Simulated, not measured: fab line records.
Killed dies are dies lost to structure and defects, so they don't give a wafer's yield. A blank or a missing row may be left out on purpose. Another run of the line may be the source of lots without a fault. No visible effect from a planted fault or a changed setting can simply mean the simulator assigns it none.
Matching of chambers ; flow n5 finfet ; 3 sister chambers for N5_BEOL_M6_ILD_DEP_00 on pecvd-01
The step deposits SiCOH lowk from DEMS/porogen, target thk 179.75 nm, time 33.4 s. 3 wafers are shown with their chamber, then 7 later ones without.

== WAFERS, EACH WITH ITS CHAMBER ==
wafer;chamber;throttle valve pct (%)
L088.4;2;14.1
L089.1;1;15.2
L089.3;0;13.9

== WAFERS WHOSE CHAMBER IS MISSING ==
wafer;throttle valve pct (%)
L089.6;14.7
L095.1;14.1
L095.4;14.1
L095.5;15.0
L094.1;14.5
L094.4;14.0
L094.6;14.3

== CHAMBER TAKEN BY EACH ==
wafer;from the rows above;in truth
L089.6;can't be placed: 1 or 2 or 0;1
L095.1;can't be placed: 2 or 0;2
L095.4;can't be placed: 2 or 0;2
L095.5;1;1
L094.1;can't be placed: 2 or 0 or 1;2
L094.4;can't be placed: 0 or 2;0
L094.6;can't be placed: 2 or 0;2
Placed correctly: 1 of 7. These rows do not allow placing 6 (true chamber among the candidates in 6). Wrongly placed: 0.
How it was worked out, from the rows above alone: a wafer's distance from a chamber is the root of the sum, over the readings, of the square of ((its reading less the chamber's mean) divided by the reading's scatter). The wafer belongs to the nearest chamber; if the next one is less than 2 further off, it can't be placed. A chamber's mean is the mean of its shown wafers. The scatter: with one shown wafer a chamber, the root of the mean of the squares of how far each hidden wafer lies from its nearest shown one.
